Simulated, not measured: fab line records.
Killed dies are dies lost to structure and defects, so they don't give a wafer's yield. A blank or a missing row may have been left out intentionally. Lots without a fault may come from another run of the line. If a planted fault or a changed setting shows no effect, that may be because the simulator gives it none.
Chamber matching + flow n5-finfet + cmp-03 running N5_ILD0_CMP_07: 4 sister chambers
The step polishes SiO2 flowable, stops on poly-Si, t overpolish 1.18 s, target thk 138.88 nm. 8 wafers are shown with their chamber, then 10 later ones without.

WAFERS PAIRED WITH THEIR CHAMBERS
| wafer  | chamber | motor-current-A (A) | platen-rpm (rpm) |
|--------|---------|---------------------|------------------|
| L077.6 | 2       | 13.0                | 51.76            |
| L079.3 | 3       | 11.4                | 51.78            |
| L083.4 | 0       | 11.4                | 51.81            |
| L085.1 | 2       | 12.9                | 51.75            |
| L085.4 | 1       | 13.7                | 51.77            |
| L085.6 | 0       | 12.1                | 51.78            |
| L089.2 | 1       | 13.8                | 51.78            |
| L089.3 | 3       | 11.4                | 51.89            |

WAFERS WHOSE CHAMBER IS MISSING
| wafer  | motor-current-A (A) | platen-rpm (rpm) |
|--------|---------------------|------------------|
| L089.6 | 12.4                | 51.79            |
| L091.2 | 13.6                | 51.79            |
| L091.3 | 11.8                | 51.78            |
| L091.4 | 12.5                | 51.86            |
| L092.2 | 11.6                | 51.84            |
| L092.4 | 13.2                | 51.85            |
| L092.6 | 14.0                | 51.83            |
| L097.1 | 13.4                | 51.76            |
| L097.4 | 12.8                | 51.81            |
| L097.5 | 11.9                | 51.76            |

WHICH CHAMBER EACH ONE RAN IN
| wafer  | from the rows above          | in truth                   |
|--------|------------------------------|----------------------------|
| L089.6 | can't be placed: 2 or 0 or 3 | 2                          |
| L091.2 | 1                            | 1                          |
| L091.3 | can't be placed: 0 or 3      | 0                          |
| L091.4 | can't be placed: 2 or 0 or 3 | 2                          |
| L092.2 | can't be placed: 3 or 0      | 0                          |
| L092.4 | can't be placed: 2 or 1      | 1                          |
| L092.6 | 1                            | 1                          |
| L097.1 | can't be placed: 1 or 2      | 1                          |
| L097.4 | 2                            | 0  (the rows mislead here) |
| L097.5 | can't be placed: 0 or 3      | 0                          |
Correctly placed: 2 of 10. Unplaceable from these rows: 7, with the true chamber sitting among the candidates in 7. Wrongly placed: 1.
How it was worked out, from the rows above alone: a wafer's distance from a chamber is the root of the sum, over the readings, of the square of ((its reading less the chamber's mean) divided by the reading's scatter). If the next closest chamber is less than 2 further off than the closest, the wafer can't be placed; otherwise it belongs to the closest. For every chamber, the mean is computed from those of its wafers that are shown. How the scatter is found: for the shown wafers, subtract from each reading the mean of its chamber, square and add these, divide the total by (wafers less chambers), then take the root.
